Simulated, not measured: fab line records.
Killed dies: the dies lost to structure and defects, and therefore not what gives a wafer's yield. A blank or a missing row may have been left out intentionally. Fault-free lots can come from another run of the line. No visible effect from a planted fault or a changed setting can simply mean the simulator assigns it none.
8D (eight disciplines) problem report, filled in by code -- flow nand_harc -- the parts of the form that need people (team, actions taken, sign-off) are left out

## 1. THE ISSUE
At NHARC_A_DECK1_JOINT_THK_MEAS_17, thk_nm averages 73.2 nm over 4 wafers from 3 lots, while fault-free wafers read 44.7 nm, standard deviation 1.2. That puts it +24 standard deviations away from the usual mean.
The step: measures by ellipsometry.
First seen on wafer L638.5, day 18 03:41, on film_metro-02. The record holds 31 wafers of 11 lots with a number at this step. By rule, "out" or "out of limits" means more than 4 standard deviations away from the usual mean. Any other wafer with a number is counted as sound.

## 2. WHAT IT IS AND WHAT IT IS NOT
question,is,is not
which readings at this step,thk_nm,-
which lots,"L638, L640, L643","L625, L626, L627, L628, L630, L646, L647, L648"
which wafers of those lots,"L638.5, L638.6, L640.5, L643.5","L640.3, L643.1, L643.2"
read on which gauges,film_metro-02,film_metro-01
when,from day 18 03:41,"up to then (15 sound wafers); but 12 sound wafers of L640, L643, L646, L647, L648 came after"

## 3. WHAT RULES OUT EACH SUSPECT
Counting: a tool at a process step up to the reading stays a suspect if it ran every lot that is out. Sound lots after the first of them don't rule it out here, since some wafers of a struck lot are sound.
- the gauge at NHARC_A_DECK1_JOINT_THK_MEAS_17: kept. All the wafers that are out were read on film_metro-02, and no step on other tools shows them out.
- pecvd-04 at NHARC_A_DECK1_JOINT_DEP_16 (deposits SiO2, target thk 45 nm): kept. It processed each lot that is out (first: L638, day 18 03:31); up to then, its last sound lot is L630 (day 14 12:25).
Left after counting: pecvd-04 at NHARC_A_DECK1_JOINT_DEP_16, film_metro-02 at NHARC_A_DECK1_JOINT_THK_MEAS_17.

## 4. THE CAUSE (what the simulator had put in)
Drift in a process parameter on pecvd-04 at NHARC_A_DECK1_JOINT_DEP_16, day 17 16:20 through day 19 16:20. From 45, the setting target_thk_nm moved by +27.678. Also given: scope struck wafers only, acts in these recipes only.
2 suspects survive the count, and this tool is in that group.

## 5. SEQUENCE OF EFFECTS, ordered by route
One row per reading whose mean, taken over the struck wafers that have a number, lies over 3 standard deviations from the usual. Scope: only readings with a usual standard deviation given in the record; hours: median across lots of the time from each lot's start at the first step in this table that gives one to its start at this step; sigmas: change in usual standard deviations.
hours,step,reading,usual,on struck wafers,change,sigmas
0,NHARC_A_DECK1_JOINT_THK_MEAS_17,thk_nm,44.7 nm,73.2,+28.5,+24
Later measuring or inspecting steps at which every struck wafer that the step has a row for has a number for every such reading, and none has moved that far: NHARC_A_ONON_D2_THK_MEAS_05, NHARC_END_SORT_01.

## 6. WHAT WOULD HAVE CAUGHT IT SOONER
In this record the first reading out of limits at a measuring or inspecting step was taken at day 18 03:41, 11 hours after the fault began at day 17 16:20.
Of the tool readings at NHARC_A_DECK1_JOINT_DEP_16 for which the record gives a usual standard deviation, none was out on any struck wafer, so an alarm limit of 4 standard deviations on them would not have fired.
Of the lots that are out (3), L640, L643 began NHARC_A_DECK1_JOINT_DEP_16 on pecvd-04 after day 18 03:41. A hold on the tool at that time would have spared those 2.
